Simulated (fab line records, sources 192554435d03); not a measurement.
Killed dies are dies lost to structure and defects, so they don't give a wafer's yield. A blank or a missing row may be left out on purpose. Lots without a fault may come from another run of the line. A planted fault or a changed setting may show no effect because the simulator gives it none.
Which tool did it? | flow n5_finfet | 10 lots, 30 wafers sampled, at 4 steps of a route of 1938

WHAT THE GAUGES READ, wafer by wafer
N5_BEOL_M4_RC_MEAS_101.
lot  | measured     | on        | DIBL_N (mV/V)  | DIBL_P (mV/V)  | IOFF_N (nA/um) | IOFF_P (nA/um) | ION_N (uA/um) | ION_P (uA/um) | SS_N (mV/dec)  | SS_P (mV/dec)  | VT_N (mV)   | VT_P (mV)
L487 | day 8 12:59  | prober-02 | 38.3 38.4 36.6 | 40.1 40.2 36.9 | 0.21 0.22 0.18 | 0.31 0.31 0.25 | 678 695 681   | 466 481 471   | 72.6 71.9 72.8 | 74.4 74.1 73.3 | 250 245 249 | -246 -244 -246
L488 | day 8 13:00  | prober-01 | 35.3 35.1 35.1 | 36.5 36.3 36.6 | 0.14 0.14 0.15 | 0.18 0.17 0.18 | 674 673 679   | 456 456 458   | 71.3 72.2 71.7 | 74.1 72.9 73.7 | 251 249 249 | -257 -256 -257
L491 | day 10 03:57 | prober-02 | 37.9 39.7 38.8 | 37.8 40.0 38.7 | 0.16 0.20 0.17 | 0.27 0.30 0.26 | 674 681 670   | 467 472 460   | 72.4 72.3 71.8 | 73.1 74.3 73.7 | 247 249 249 | -245 -244 -246
L492 | day 10 04:58 | prober-01 | 36.9 40.6 38.2 | 36.0 39.9 36.8 | 0.17 0.23 0.19 | 0.23 0.30 0.25 | 683 687 678   | 469 467 463   | 70.4 72.6 71.1 | 73.1 74.6 74.0 | 246 245 246 | -247 -242 -246
L499 | day 11 15:23 | prober-01 | 37.7 36.5 37.2 | 38.6 38.0 38.5 | 0.19 0.17 0.18 | 0.21 0.19 0.20 | 680 675 683   | 453 456 458   | 72.7 71.8 72.0 | 73.8 73.5 73.6 | 245 249 250 | -252 -254 -252
L498 | day 11 18:58 | prober-01 | 38.2 37.7 40.6 | 37.8 37.3 40.3 | 0.21 0.21 0.29 | 0.24 0.22 0.29 | 696 678 693   | 466 458 461   | 72.2 72.4 73.2 | 73.7 73.5 75.0 | 245 247 242 | -250 -251 -248
L501 | day 11 23:55 | prober-01 | 34.3 35.2 35.1 | 33.9 35.4 36.1 | 0.13 0.15 0.15 | 0.16 0.18 0.18 | 660 676 672   | 451 456 458   | 70.9 70.2 71.1 | 72.6 73.0 73.4 | 253 250 251 | -254 -254 -254
L502 | day 12 05:14 | prober-01 | 36.0 37.1 35.8 | 34.8 35.7 34.6 | 0.15 0.16 0.14 | 0.18 0.19 0.18 | 666 668 657   | 454 456 446   | 72.0 72.6 71.6 | 72.8 72.5 72.5 | 254 249 253 | -252 -254 -252
L505 | day 13 10:12 | prober-01 | 34.7 34.3 37.2 | 37.2 35.7 39.5 | 0.13 0.13 0.18 | 0.22 0.21 0.26 | 663 666 687   | 463 461 471   | 71.5 70.9 72.2 | 73.4 73.4 73.7 | 254 254 249 | -249 -249 -247
L509 | day 15 12:26 | prober-01 | 35.8 37.7 35.5 | 36.4 38.7 36.3 | 0.18 0.19 0.16 | 0.24 0.26 0.23 | 683 674 682   | 470 460 472   | 71.4 72.8 71.3 | 73.4 73.5 73.2 | 247 246 249 | -247 -248 -247

N5_MIM_BOT_LITHO_CD_MEAS_08: target cd 3000 nm.
lot  | measured     | on        | cd_nm (nm)
L487 | day 13 00:24 | cd_sem-03 | 3000.6 2999.2 2998.6
L488 | day 12 17:58 | cd_sem-01 | 2996.5 2999.4 2995.9
L491 | day 14 09:46 | cd_sem-02 | 2999.8 3000.5 2998.2
L492 | day 14 03:54 | cd_sem-02 | 3001.2 2999.3 2999.5
L499 | day 16 01:17 | cd_sem-03 | 2998.9 3000.1
L498 | day 15 23:26 | cd_sem-03 | 3000.0 2999.5 3002.4
L501 | day 16 01:15 | cd_sem-03 | 2999.1
L502 | day 16 07:29 | cd_sem-02 | 2999.3 2998.2 2996.6
L505 | day 17 11:39 | cd_sem-03 | 2998.5 3003.8 3000.5
L509 | day 19 04:20 | cd_sem-01 | 3000.6 3000.1 2999.3

N5_PASSIVATION_CD_MEAS_30: target cd 4000 nm.
lot  | measured     | on        | cd_nm (nm)
L487 | day 13 06:52 | cd_sem-03 | 3999.1 4001.5 4001.5
L488 | day 12 21:19 | cd_sem-01 | 4004.7 4004.2 4003.3
L491 | day 14 13:32 | cd_sem-03 | 4000.8 3998.2 4001.4
L492 | day 14 08:46 | cd_sem-02 | 4001.8 4001.2 4001.3
L499 | day 16 06:57 | cd_sem-03 | 4003.5 4000.7
L498 | day 16 03:47 | cd_sem-02 | 4000.8 4000.9 4002.7
L501 | day 16 06:32 | cd_sem-03 | 3997.3
L502 | day 16 11:47 | cd_sem-01 | 4001.4 3999.5 3999.9
L505 | day 17 16:10 | cd_sem-03 | 3998.2 4000.0 4002.6
L509 | day 19 11:02 | cd_sem-02 | 3999.6 3999.7 4004.0

WHICH TOOL RAN EACH LOT (tool, then ch and the chambers of the sampled wafers, then the start)
lot  | N5_BEOL_M9_VIA_ETCH_34
L487 | rie_diel-05 ch 0,2, day 10 23:45
L488 | rie_diel-05 ch 0,1, day 10 10:02
L491 | rie_diel-04 ch 0,1,2, day 12 09:30
L492 | rie_diel-04 ch 0,2,3, day 12 04:55
L499 | rie_diel-04 ch 1,3, day 13 20:00
L498 | rie_diel-05 ch 0,1,2, day 13 21:49
L501 | rie_diel-04 ch 1,2, day 13 21:44
L502 | rie_diel-05 ch 0,1,2, day 14 06:47
L505 | rie_diel-03 ch 1,2,3, day 15 11:37
L509 | rie_diel-04 ch 0,1, day 17 01:13
- N5_BEOL_M9_VIA_ETCH_34: etches SiCOH lowk in C4F6/O2, target depth 182.4 nm, time 68.4 s.

WHAT THE TOOLS THEMSELVES READ (means of the sampled wafers that have a number; where no wafer has one, the mark that the record gives instead)
N5_BEOL_M9_VIA_ETCH_34.
lot  | tool        | C4F6_flow_sccm (sccm) | drypump_motor_current_A (A) | oes_product_au (a.u.) | rf_vpp_V (V) | showerhead_plenum_p_Torr (Torr) | throttle_valve_pct (%)
L487 | rie_diel-05 | 10.00                 | 5.3                         | 0.88                  | 670          | 3.00                            | 20.91
L488 | rie_diel-05 | 9.98                  | 5.7                         | 0.83                  | 661          | 2.99                            | 20.87
L491 | rie_diel-04 | 9.97                  | 5.1                         | 0.71                  | 667          | 2.82                            | 21.00
L492 | rie_diel-04 | 10.00                 | 5.1                         | 0.72                  | 669          | 2.82                            | 20.88
L499 | rie_diel-04 | 10.01                 | 4.9                         | 0.67                  | 678          | 2.93                            | 21.15
L498 | rie_diel-05 | 10.03                 | 5.5                         | 0.82                  | 668          | 2.99                            | 20.99
L501 | rie_diel-04 | 10.01                 | 5.0                         | 0.60                  | 658          | 2.78                            | 21.08
L502 | rie_diel-05 | 10.02                 | 5.5                         | 0.82                  | 668          | 2.99                            | 20.98
L505 | rie_diel-03 | 10.00                 | 6.2                         | 0.81                  | 665          | 2.84                            | 20.99
L509 | rie_diel-04 | 10.01                 | 5.0                         | 0.69                  | 675          | 2.90                            | 21.20

THE ANSWER, worked out from the rows above alone
Rule: what is usual is taken from the lots themselves. Put in order of their means at a reading, lots are off if they are a third of the lots or fewer, leave a main group of 4 or more, and stand apart from it by a gap of 3 or more times the standard deviation of the main group's means; of several such gaps the widest counts. A main group whose means are all the same, to the digits that the tables above print for the reading, isn't used. A lot without any number at a reading at which 4 lots or more have one is off too. The other lots that the step has rows for count as sound. The gauges are gone through in route order, then the tools' own readings, and for those a lot's mean is taken as printed above. The first step at which some lot is off is used, and at that step the reading that is off furthest; a lot without a number counts as furthest.
No lot is off at any reading shown: from this, nothing can be told.

WHAT THE SIMULATOR HAD PUT IN
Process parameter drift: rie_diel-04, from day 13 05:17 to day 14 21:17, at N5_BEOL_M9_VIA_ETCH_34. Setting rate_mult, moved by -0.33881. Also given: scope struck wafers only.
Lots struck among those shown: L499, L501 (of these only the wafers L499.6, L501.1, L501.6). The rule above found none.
